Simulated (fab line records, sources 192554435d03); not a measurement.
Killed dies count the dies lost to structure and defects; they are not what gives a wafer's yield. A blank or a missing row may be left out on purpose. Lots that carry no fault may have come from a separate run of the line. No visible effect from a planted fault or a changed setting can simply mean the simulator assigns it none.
Matching of chambers || flow n5 finfet || N5_DUMMY_REMOVAL_HM_STRIP_01 on rie diel-04 has 4 sister chambers
The step strips SiNx in CH3F/O2, stops on poly-Si, target depth 4 nm, time 6.8 s. 4 wafers are shown with their chamber, then 12 later ones without.

## WAFERS, EACH WITH ITS CHAMBER
{"wafer": "L089.5", "chamber": 0, "showerhead plenum p Torr (Torr)": 1.97}
{"wafer": "L093.2", "chamber": 3, "showerhead plenum p Torr (Torr)": 1.96}
{"wafer": "L093.4", "chamber": 1, "showerhead plenum p Torr (Torr)": 1.91}
{"wafer": "L093.6", "chamber": 2, "showerhead plenum p Torr (Torr)": 2.09}

## WAFERS WITHOUT THEIR CHAMBER
{"wafer": "L094.1", "showerhead plenum p Torr (Torr)": 1.97}
{"wafer": "L094.2", "showerhead plenum p Torr (Torr)": 2.09}
{"wafer": "L094.3", "showerhead plenum p Torr (Torr)": 1.91}
{"wafer": "L094.4", "showerhead plenum p Torr (Torr)": 1.96}
{"wafer": "L094.5", "showerhead plenum p Torr (Torr)": 1.97}
{"wafer": "L094.6", "showerhead plenum p Torr (Torr)": 1.91}
{"wafer": "L096.2", "showerhead plenum p Torr (Torr)": 1.96}
{"wafer": "L096.5", "showerhead plenum p Torr (Torr)": 1.97}
{"wafer": "L096.6", "showerhead plenum p Torr (Torr)": 1.91}
{"wafer": "L097.1", "showerhead plenum p Torr (Torr)": 2.09}
{"wafer": "L097.5", "showerhead plenum p Torr (Torr)": 1.95}
{"wafer": "L097.6", "showerhead plenum p Torr (Torr)": 2.09}

## THE CHAMBER EACH PASSED THROUGH
{"wafer": "L094.1", "from the rows above": 0, "in truth": 0}
{"wafer": "L094.2", "from the rows above": 2, "in truth": 2}
{"wafer": "L094.3", "from the rows above": 1, "in truth": 1}
{"wafer": "L094.4", "from the rows above": 3, "in truth": 3}
{"wafer": "L094.5", "from the rows above": 0, "in truth": 0}
{"wafer": "L094.6", "from the rows above": 1, "in truth": 1}
{"wafer": "L096.2", "from the rows above": 3, "in truth": 3}
{"wafer": "L096.5", "from the rows above": 0, "in truth": 0}
{"wafer": "L096.6", "from the rows above": 1, "in truth": 1}
{"wafer": "L097.1", "from the rows above": 2, "in truth": 2}
{"wafer": "L097.5", "from the rows above": 3, "in truth": 3}
{"wafer": "L097.6", "from the rows above": 2, "in truth": 2}
Correctly placed: 12 of 12. Number that these rows cannot place: 0. 0 placed wrongly.
How it was worked out, from the rows above alone: a wafer's distance from a chamber is the root of the sum, over the readings, of the square of ((its reading less the chamber's mean) divided by the reading's scatter). If the next closest chamber is less than 2 further off than the closest, the wafer can't be placed; otherwise it belongs to the closest. A chamber's mean is the mean of its shown wafers. The scatter (one wafer shown for each chamber): square how far every hidden wafer sits from the nearest shown wafer, average those squares and take the square root.
